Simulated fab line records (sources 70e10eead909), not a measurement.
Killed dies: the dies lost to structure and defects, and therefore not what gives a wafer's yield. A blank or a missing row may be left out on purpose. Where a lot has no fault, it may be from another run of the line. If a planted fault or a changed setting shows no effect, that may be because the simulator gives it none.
A struck lot beside a sound one + flow nand harc + 14 out of 1159 route steps
Sound: these wafers, L921.2, L921.5, L921.6. Wafers struck: L929.1, L929.3, L929.4. Last of all comes the cause.
Per side, at each step with rows, come the tool, then ch with its chambers, and then its first start. Under that, the readings that differ: sound wafers + struck wafers + difference of the means + sigmas: that difference in standard deviations of wafers without a fault.
alike: a reading whose means differ by less than 2 such deviations, as well as words and numbers matching on both sides. not compared: withheld readings; readings where some wafer has no value; bounds like >300 that might hide an equal value; numbers whose values overlap and for which the record gives no deviation.
Wherever a step has rows on one side only, a row that says differs or no value, or a row with sigmas, the two part there. Non-overlapping numbers with no deviation appear without sigmas and do not part them. Lack of a reading on every wafer of one side parts them only where that side has two or more wafers.

NHARC_A_CONTACT_ETCH_106: etches the open film in CF4/O2, target depth 60 nm, overetch 6 nm, time 33 s.
  sound on rie diel-10 ch 0,2, day 17 15:48; struck on rie diel-06 ch 1,2,3, day 19 11:58
| reading               | sound             | struck            | difference | sigmas |
|-----------------------|-------------------|-------------------|------------|--------|
| oes product au (a.u.) | 1.016 1.004 1.023 | 1.011 0.985 0.992 | -0.018     | -2     |
  alike: cf4 flow sccm, drypump motor current A, rf vpp V, showerhead plenum p Torr, throttle valve pct
  not compared: rf hours counter h
NHARC_A_CONTACT_STRIP_82: strips in O2.
  sound on rie diel-10 ch 0,2, day 17 15:53; struck on rie diel-06 ch 0,2,3
  alike: drypump motor current A, oes product au, rf vpp V, showerhead plenum p Torr, throttle valve pct
  not compared: rf hours counter h
then, 1 step without rows for these wafers: NHARC_A_CONTACT_STRIP_83 (strips in post etch residue remover, time 600 s).
NHARC_A_CONTACT_DEP_84: deposits aC, target thk 2000 nm.
  sound on acl dep-02 ch 0, day 17 16:59; struck on acl dep-01 ch 0, day 19 15:14
  alike: throttle valve pct
NHARC_A_CONTACT_DEP_85: deposits SiON, target thk 50 nm.
  sound on pecvd-01 ch 0,1,2, day 17 18:06; struck on pecvd-04 ch 0,1, day 19 16:31
  alike: heater power outer w, heater power w
then, 7 steps without rows for these wafers: NHARC_A_CONTACT_DEHYDRATE_00 (time 120 s); NHARC_A_CONTACT_HMDS_01 (time 30 s); NHARC_A_CONTACT_COAT_86 (time 75 s); NHARC_A_CONTACT_COAT_87 (time 65 s); NHARC_A_CONTACT_COAT_02 (resist thk 90 nm); NHARC_A_CONTACT_SOFTBAKE_03 (time 55 s); NHARC_A_CONTACT_EBR_04.
NHARC_A_CONTACT_EXPOSE_05: exposes mask A CC.
  struck on arfi scanner-02, day 19 17:04; sound on arfi scanner-02 ch 0, day 17 18:31
  no value came back on the struck wafers for exposure dose mJ cm2, focus offset nm (nm); on the sound wafers exposure dose mJ cm2 reads 84.16 84.23 84.31
  alike: mask
then, 1 step without rows for these wafers: NHARC_A_CONTACT_PEB_06 (peb time 65 s).

## WHERE THEY PART
Earliest at NHARC_A_CONTACT_ETCH_106; latest, in this record, at NHARC_A_CONTACT_EXPOSE_05.

WHY: what the simulator had put in
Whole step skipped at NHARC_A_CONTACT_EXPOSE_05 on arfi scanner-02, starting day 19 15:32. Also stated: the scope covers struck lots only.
